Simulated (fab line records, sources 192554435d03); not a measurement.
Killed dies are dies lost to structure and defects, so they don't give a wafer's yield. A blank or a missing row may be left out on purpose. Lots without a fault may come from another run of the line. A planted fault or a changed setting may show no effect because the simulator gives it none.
Chamber matching | flow n5_finfet | N5_FIN_SAQP_ETCH_64 on rie_si-01: 4 sister chambers
The step etches SiO2 in CF4, target depth 1.5 nm. 4 wafers are shown with their chamber, then 7 later ones without.

WAFERS WITH THEIR CHAMBER
wafer  | chamber | throttle_valve_pct (%)
L087.3 | 1       | 21.94
L087.5 | 3       | 22.41
L088.1 | 2       | 21.99
L088.3 | 0       | 21.88

WAFERS WITHOUT THEIR CHAMBER
wafer  | throttle_valve_pct (%)
L088.5 | 22.39
L089.1 | 22.40
L089.5 | 21.99
L089.6 | 22.40
L094.1 | 22.41
L094.2 | 21.85
L094.3 | 21.99

WHICH CHAMBER EACH WENT THROUGH
wafer  | from the rows above | in truth
L088.5 | 3                   | 3
L089.1 | 3                   | 3
L089.5 | 2                   | 2
L089.6 | 3                   | 3
L094.1 | 3                   | 3
L094.2 | 0                   | 0
L094.3 | 2                   | 2
Placed correctly: 7 of 7. Can't be placed from these rows: 0. Placed wrongly: 0.
How it was worked out, from the rows above alone: a wafer's distance from a chamber is the root of the sum, over the readings, of the square of ((its reading less the chamber's mean) divided by the reading's scatter). The wafer belongs to the nearest chamber; if the next one is less than 2 further off, it can't be placed. A chamber's mean is the mean of its shown wafers. The scatter: with one shown wafer a chamber, the root of the mean of the squares of how far each hidden wafer lies from its nearest shown one.
